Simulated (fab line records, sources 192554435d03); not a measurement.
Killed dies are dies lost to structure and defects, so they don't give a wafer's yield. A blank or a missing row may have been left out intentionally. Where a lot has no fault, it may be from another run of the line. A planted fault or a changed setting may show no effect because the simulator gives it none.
Which tool was responsible? + flow n5Finfet + 36 wafers from 12 lots sampled at 3 of the route's 1938 steps

## WHAT THE GAUGES SHOWED, per wafer
N5_FIN_SAQP_THK_MEAS_05.
| lot  | measured    | on           | thkNm (nm)     |
|------|-------------|--------------|----------------|
| L075 | day 2 02:50 | filmMetro-01 | 37.5 37.8 37.9 |
| L077 | day 2 16:08 | filmMetro-02 | 38.3 38.0 38.6 |
| L079 | day 3 02:46 | filmMetro-02 | 37.6 36.9 37.4 |
| L081 | day 3 15:34 | filmMetro-01 | 37.9 38.3 38.4 |
| L083 | day 4 03:15 | filmMetro-01 | 38.9 37.6 37.9 |
| L085 | day 4 15:16 | filmMetro-02 | 39.0 37.9 38.8 |
| L087 | day 5 04:01 | filmMetro-01 | 38.2 38.5 38.5 |
| L089 | day 5 14:50 | filmMetro-02 | 37.2 38.1 38.0 |
| L091 | day 6 04:22 | filmMetro-01 | 37.2 37.4 37.6 |
| L093 | day 6 14:52 | filmMetro-01 | 38.1 38.0 38.1 |
| L095 | day 7 03:20 | filmMetro-02 | 38.9 39.3 39.2 |
| L097 | day 7 15:25 | filmMetro-02 | 38.0 38.4 38.7 |

## WHICH TOOL RAN EACH LOT (tool, then ch and the chambers of the sampled wafers, then the start)
| lot  | N5_ZERO_LAYER_DESCUM_16          | N5_WELL_APT_EPI_41            |
|------|----------------------------------|-------------------------------|
| L075 | rieDiel-06 ch 0,3, day 1 18:43   | epiRpcvd-01 ch 0, day 1 22:20 |
| L077 | rieDiel-06 ch 0,3, day 2 07:11   | epiRpcvd-03 ch 0, day 2 10:29 |
| L079 | rieDiel-01 ch 0,2, day 2 18:49   | epiRpcvd-01 ch 0, day 2 22:13 |
| L081 | rieDiel-06 ch 1,3, day 3 06:54   | epiRpcvd-01 ch 0, day 3 10:50 |
| L083 | rieDiel-03 ch 0,2,3, day 3 18:42 | epiRpcvd-01 ch 0, day 3 22:26 |
| L085 | rieDiel-01 ch 0,1,2, day 4 06:48 | epiRpcvd-01 ch 0, day 4 10:39 |
| L087 | rieDiel-06 ch 0,1, day 4 18:41   | epiRpcvd-03 ch 0, day 4 22:29 |
| L089 | rieDiel-01 ch 1,2, day 5 06:50   | epiRpcvd-01 ch 0, day 5 10:05 |
| L091 | rieDiel-06 ch 0,1,3, day 5 18:41 | epiRpcvd-01 ch 0, day 5 23:11 |
| L093 | rieDiel-01 ch 0,2, day 6 06:53   | epiRpcvd-03 ch 0, day 6 10:38 |
| L095 | rieDiel-03 ch 0,2, day 6 18:41   | epiRpcvd-04 ch 0, day 6 21:57 |
| L097 | rieDiel-03 ch 2,3, day 7 07:08   | epiRpcvd-04 ch 0, day 7 10:45 |
- N5_ZERO_LAYER_DESCUM_16: chemistry O2, time 7.9 s.
- N5_WELL_APT_EPI_41: deposits Si from SiH4/H2, target thk 50 nm, time 297.7 s.

## THE ANSWER, worked out from the rows above alone
Rule: what is usual is taken from the lots themselves. The widest of any qualifying gaps counts: lots, ordered by their means at a reading, are off when they make up no more than a third of the lots, leave a main group of 4 or more, and stand apart from it by 3 or more times the standard deviation of that group's means. The tables above print the reading to a certain number of digits; a main group whose means all agree to those digits is not used. Also off: a lot with no number at a reading for which 4 or more lots have one. Where the step has rows for the other lots, those lots are counted as sound.
Across all readings shown, no lot is off: no conclusion can be drawn from this.

## WHAT HAD BEEN PUT IN BY THE SIMULATOR
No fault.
